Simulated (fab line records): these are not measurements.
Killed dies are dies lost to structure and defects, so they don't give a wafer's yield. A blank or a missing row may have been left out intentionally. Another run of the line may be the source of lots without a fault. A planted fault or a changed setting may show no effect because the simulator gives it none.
2 desks, one fault | flow nand_harc | each desk has only its own numbers; what lay behind them comes last

## AT THE METROLOGY DESK
What the gauges read for every lot (on any tool): the sampled wafers with a number, averaged. If a lot's mean is further than 4 standard deviations from the usual mean, the lot is out of limits and carries the mark OUT (the distance appears in the brackets).
Columns: A = thk_nm at NHARC_THIN_TSV_THK_MEAS_02, usual 2997 nm; B = cd_nm at NHARC_THIN_TSV_CD_MEAS_12, usual 1000.4 nm
lot  | first seen here | A    | B
L487 | day 19 07:23    | 2594 | 1002.3
L484 | day 19 08:34    | 2852 | 999.1
L485 | day 19 09:46    | 3041 | 1001.7
L488 | day 19 23:17    | 3167 | 1001.0
L491 | day 20 08:28    | 3142 | 1002.7
L490 | day 20 09:41    | 2519 | 999.4
L489 | day 20 17:20    | 3052 | 999.4
L493 | day 20 18:32    | 2946 | 1003.2
L494 | day 20 23:23    | 3148 | 999.8
L492 | day 21 00:35    | 3022 | 1000.3
L502 | day 23 23:32    | 2851 | 1000.7
L503 | day 24 00:45    | 3098 | 998.9
L507 | day 24 06:49    | 3255 | 999.7
This desk's finding: nothing out of limits on any of the 13 lots.

## THE TOOL OWNER'S DESK: rie_diel-05
The tool's own readings at NHARC_A_STAIRCASE_TRIM_222 (chemistry O2, time 211.2 s): means of the sampled wafers that have a number, for each lot that ran on this tool. If a lot's mean is further than 4 standard deviations from the usual mean, the lot is out of limits and carries the mark OUT (the distance appears in the brackets).
Columns: A = drypump_motor_current_A at NHARC_A_STAIRCASE_TRIM_222, usual 5.9 A; B = oes_product_au at NHARC_A_STAIRCASE_TRIM_222, usual 0.998 a.u.; C = rf_vpp_V at NHARC_A_STAIRCASE_TRIM_222, usual 57.7 V; D = showerhead_plenum_p_Torr at NHARC_A_STAIRCASE_TRIM_222, usual 3.55 Torr; E = throttle_valve_pct at NHARC_A_STAIRCASE_TRIM_222, usual 17.038 %
lot  | first seen here | A   | B     | C    | D    | E
L488 | day 12 07:28    | 6.0 | 1.003 | 57.8 | 3.61 | 17.045
L490 | day 12 18:23    | 6.1 | 0.999 | 57.6 | 3.55 | 17.032
L489 | day 12 22:29    | 6.1 | 0.992 | 58.1 | 3.55 | 17.041
L494 | day 13 14:58    | 5.8 | 1.005 | 57.1 | 3.56 | 17.033
L502 | day 15 18:17    | 6.2 | 0.994 | 58.0 | 3.57 | 17.030
L503 | day 15 22:53    | 5.9 | 1.004 | 58.5 | 3.53 | 17.047
This desk's finding: nothing out of limits on any of the 6 lots.

## PUT TOGETHER
At the metrology desk, nothing out of limits was observed.
The desk of the tool owner found nothing out of limits.

## WHAT THE SIMULATOR HAD INSERTED
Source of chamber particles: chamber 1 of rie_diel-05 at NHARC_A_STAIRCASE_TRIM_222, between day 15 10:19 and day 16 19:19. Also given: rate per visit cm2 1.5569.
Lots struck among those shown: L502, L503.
